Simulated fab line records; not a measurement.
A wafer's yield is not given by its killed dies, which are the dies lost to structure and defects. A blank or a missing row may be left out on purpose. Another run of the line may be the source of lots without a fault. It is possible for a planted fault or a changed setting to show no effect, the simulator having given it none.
Chamber matching || flow n5-finfet || 4 sister chambers for N5_FIN_SAQP_MANDREL2_REMOVE_60 on rie-si-05
The step chemistry HBr/Cl2/O2, target a-Si, stops on SiNx, bt time 10 s. 16 wafers are shown with their chamber, then 8 later ones without.

## WAFERS, EACH WITH ITS CHAMBER
{"wafer": "L082.1", "chamber": 0, "throttle-valve-pct (%)": 36.34, "oes-product-au (a.u.)": 1.000}
{"wafer": "L082.4", "chamber": 3, "throttle-valve-pct (%)": 36.47, "oes-product-au (a.u.)": 0.993}
{"wafer": "L082.5", "chamber": 0, "throttle-valve-pct (%)": 36.35, "oes-product-au (a.u.)": 1.007}
{"wafer": "L084.2", "chamber": 1, "throttle-valve-pct (%)": 36.43, "oes-product-au (a.u.)": 0.997}
{"wafer": "L084.3", "chamber": 3, "throttle-valve-pct (%)": 36.47, "oes-product-au (a.u.)": 0.987}
{"wafer": "L084.6", "chamber": 1, "throttle-valve-pct (%)": 36.44, "oes-product-au (a.u.)": 1.017}
{"wafer": "L088.1", "chamber": 0, "throttle-valve-pct (%)": 36.34, "oes-product-au (a.u.)": 1.001}
{"wafer": "L088.4", "chamber": 3, "throttle-valve-pct (%)": 36.47, "oes-product-au (a.u.)": 0.992}
{"wafer": "L088.6", "chamber": 1, "throttle-valve-pct (%)": 36.44, "oes-product-au (a.u.)": 0.999}
{"wafer": "L089.1", "chamber": 3, "throttle-valve-pct (%)": 36.47, "oes-product-au (a.u.)": 0.986}
{"wafer": "L089.2", "chamber": 2, "throttle-valve-pct (%)": 36.65, "oes-product-au (a.u.)": 1.005}
{"wafer": "L089.5", "chamber": 0, "throttle-valve-pct (%)": 36.36, "oes-product-au (a.u.)": 0.998}
{"wafer": "L093.1", "chamber": 1, "throttle-valve-pct (%)": 36.44, "oes-product-au (a.u.)": 1.007}
{"wafer": "L093.2", "chamber": 2, "throttle-valve-pct (%)": 36.66, "oes-product-au (a.u.)": 1.002}
{"wafer": "L093.3", "chamber": 3, "throttle-valve-pct (%)": 36.47, "oes-product-au (a.u.)": 0.988}
{"wafer": "L093.4", "chamber": 3, "throttle-valve-pct (%)": 36.48, "oes-product-au (a.u.)": 0.994}

SIGNATURES (averages over the wafers above)
{"reading": "throttle-valve-pct", "chamber 0": 36.3475, "chamber 1": 36.4375, "chamber 2": 36.6550, "chamber 3": 36.4717, "scatter within a chamber": 0.00635}
{"reading": "oes-product-au", "chamber 0": 1.00150, "chamber 1": 1.00500, "chamber 2": 1.00350, "chamber 3": 0.99000, "scatter within a chamber": 0.00544}
Rule: for a wafer and a chamber, the distance is found by dividing, reading by reading, the gap between the wafer's reading and the chamber's mean by the reading's scatter, squaring, summing and taking the root. The wafer belongs to the nearest chamber; if the next one is less than 2 further off, it can't be placed. How the scatter is found: for the shown wafers, subtract from each reading the mean of its chamber, square and add these, divide the total by (wafers less chambers), then take the root.

## WAFERS WITHOUT THEIR CHAMBER
{"wafer": "L093.5", "throttle-valve-pct (%)": 36.44, "oes-product-au (a.u.)": 1.005}
{"wafer": "L093.6", "throttle-valve-pct (%)": 36.65, "oes-product-au (a.u.)": 0.999}
{"wafer": "L094.2", "throttle-valve-pct (%)": 36.47, "oes-product-au (a.u.)": 0.988}
{"wafer": "L094.3", "throttle-valve-pct (%)": 36.34, "oes-product-au (a.u.)": 1.003}
{"wafer": "L094.5", "throttle-valve-pct (%)": 36.46, "oes-product-au (a.u.)": 0.985}
{"wafer": "L095.3", "throttle-valve-pct (%)": 36.48, "oes-product-au (a.u.)": 0.994}
{"wafer": "L095.4", "throttle-valve-pct (%)": 36.62, "oes-product-au (a.u.)": 1.005}
{"wafer": "L095.5", "throttle-valve-pct (%)": 36.35, "oes-product-au (a.u.)": 0.999}

## CHAMBER TAKEN BY EACH
{"wafer": "L093.5", "from the rows above": 1, "in truth": 1}
{"wafer": "L093.6", "from the rows above": 2, "in truth": 2}
{"wafer": "L094.2", "from the rows above": 3, "in truth": 3}
{"wafer": "L094.3", "from the rows above": 0, "in truth": 0}
{"wafer": "L094.5", "from the rows above": 3, "in truth": 3}
{"wafer": "L095.3", "from the rows above": 3, "in truth": 3}
{"wafer": "L095.4", "from the rows above": 2, "in truth": 2}
{"wafer": "L095.5", "from the rows above": 0, "in truth": 0}
Correctly placed: 8 of 8. Can't be placed from these rows: 0. 0 placed wrongly.
